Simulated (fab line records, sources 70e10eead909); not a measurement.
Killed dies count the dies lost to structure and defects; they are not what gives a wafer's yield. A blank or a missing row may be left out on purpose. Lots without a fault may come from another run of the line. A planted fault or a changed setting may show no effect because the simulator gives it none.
Matching of chambers -- flow nand-harc -- 4 sister chambers for NHARC_P_CONTACT_ALD_22 on ald-metal-04
The step deposits TiN, target thk 3 nm, pulse time 1 s, ald cycles 150. 4 wafers are shown with their chamber, then 8 later ones without.

== WAFERS PAIRED WITH THEIR CHAMBERS ==
wafer,chamber,heater-power-w (W)
L087.3,2,1138
L087.5,3,1002
L087.6,0,1018
L089.1,1,998

== WAFERS WHOSE CHAMBER IS MISSING ==
wafer,heater-power-w (W)
L089.2,1109
L089.5,990
L092.1,998
L092.2,1037
L092.4,996
L093.1,1007
L093.3,997
L093.4,1123

== WHICH CHAMBER EACH WENT THROUGH ==
wafer,from the rows above,in truth
L089.2,2,2
L089.5,can't be placed: 1 or 3 or 0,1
L092.1,can't be placed: 1 or 3 or 0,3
L092.2,can't be placed: 0 or 3 or 1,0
L092.4,can't be placed: 1 or 3 or 0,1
L093.1,can't be placed: 3 or 1 or 0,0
L093.3,can't be placed: 1 or 3 or 0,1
L093.4,2,2
2 of 8 placed correctly. Unplaceable from these rows: 6, with the true chamber sitting among the candidates in 6. Placed wrongly: 0.
How it was worked out, from the rows above alone: a wafer's distance from a chamber is the root of the sum, over the readings, of the square of ((its reading less the chamber's mean) divided by the reading's scatter). If the next closest chamber is less than 2 further off than the closest, the wafer can't be placed; otherwise it belongs to the closest. The mean given for a chamber averages the wafers shown for that chamber. The scatter: with one shown wafer a chamber, the root of the mean of the squares of how far each hidden wafer lies from its nearest shown one.
